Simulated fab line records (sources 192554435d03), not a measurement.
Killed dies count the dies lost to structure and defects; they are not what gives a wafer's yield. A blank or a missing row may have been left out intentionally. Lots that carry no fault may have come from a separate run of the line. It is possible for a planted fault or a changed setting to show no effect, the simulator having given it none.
8D (eight disciplines) problem report, filled in by code    flow n5-finfet    the parts of the form that need people (team, actions taken, sign-off) are left out

## 1. THE ISSUE
Wafers without a fault read 26000 W, standard deviation 4.3; cathode-dc-power-W at N5_BEOL_M7_SPUTTER_48 reads a mean of 23000 W on 2 wafers belonging to 2 lots. So: -99 or more standard deviations from the usual mean.
The step: material Cu, target thk 10 nm, time 1.667 s.
The first sign was on wafer L447.3 at day 13 05:17, on pvd-sputter-03. The record has a number at this step for 32 wafers belonging to 11 lots. The rule behind "out" and "out of limits": a value lying over 4 standard deviations away from the usual mean. All remaining wafers that have a number are taken as sound.

## 2. WHAT IT IS, AND WHAT IT ISN'T
question                     is                  is not
which readings at this step  cathode-dc-power-W  throttle-valve-pct
which lots                   L447, L454          L433, L434, L437, L440, L442, L444, L446, L448, L456
which wafers of those lots   L447.3, L454.3      L447.1, L447.4, L454.2, L454.4
read on which tools          pvd-sputter-03      pvd-sputter-01
when                         from day 13 05:17   up to then (22 sound wafers); but 8 sound wafers of L448, L454, L456 came after

## 3. THE SUSPECTS, EACH WITH WHAT RULES IT OUT
Counting: any tool at a process step up to the reading remains a suspect provided it ran every lot that is out. Sound lots after the first of them don't rule it out here, since some wafers of a struck lot are sound.
- pvd-sputter-03 at N5_BEOL_M7_SPUTTER_48 (material Cu, target thk 10 nm, time 1.667 s): kept. It processed each lot that is out (first: L447, day 13 05:17); up to then, its last sound lot is L444 (day 11 21:58). Its own cathode-dc-power-W readings are out on those wafers.
Remaining after the count: pvd-sputter-03 at N5_BEOL_M7_SPUTTER_48.

## 4. THE CAUSE (what the simulator had put in)
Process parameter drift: pvd-sputter-03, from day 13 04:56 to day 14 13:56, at N5_BEOL_M7_SPUTTER_48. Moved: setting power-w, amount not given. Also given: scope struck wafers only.
Only this tool survived the counting.

## 5. THE CHAIN OF EFFECTS, in route order
One row per reading whose mean, taken over the struck wafers that have a number, lies over 3 standard deviations from the usual. Only readings whose record carries a usual standard deviation are examined. hours: median over the lots of the time between each lot's start at the first step of this table that gives one and its start at this step. sigmas: the change, counted in usual standard deviations.
hours  step                   reading             usual    on struck wafers  change  sigmas
0      N5_BEOL_M7_SPUTTER_48  cathode-dc-power-W  26000 W  23000             -3000   -99 or more
Here are the process steps it includes:
- N5_BEOL_M7_SPUTTER_48: material Cu, target thk 10 nm, time 1.667 s.
At these later measuring or inspecting steps, every struck wafer for which the step has a row has a number for every such reading, and none has moved that far: N5_BEOL_M7_RS_MEAS_57.

## 6. WHAT WOULD HAVE CAUGHT IT SOONER
In this record no reading fell out of limits until day 13 05:17, 0 hours after the fault had begun at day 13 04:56.
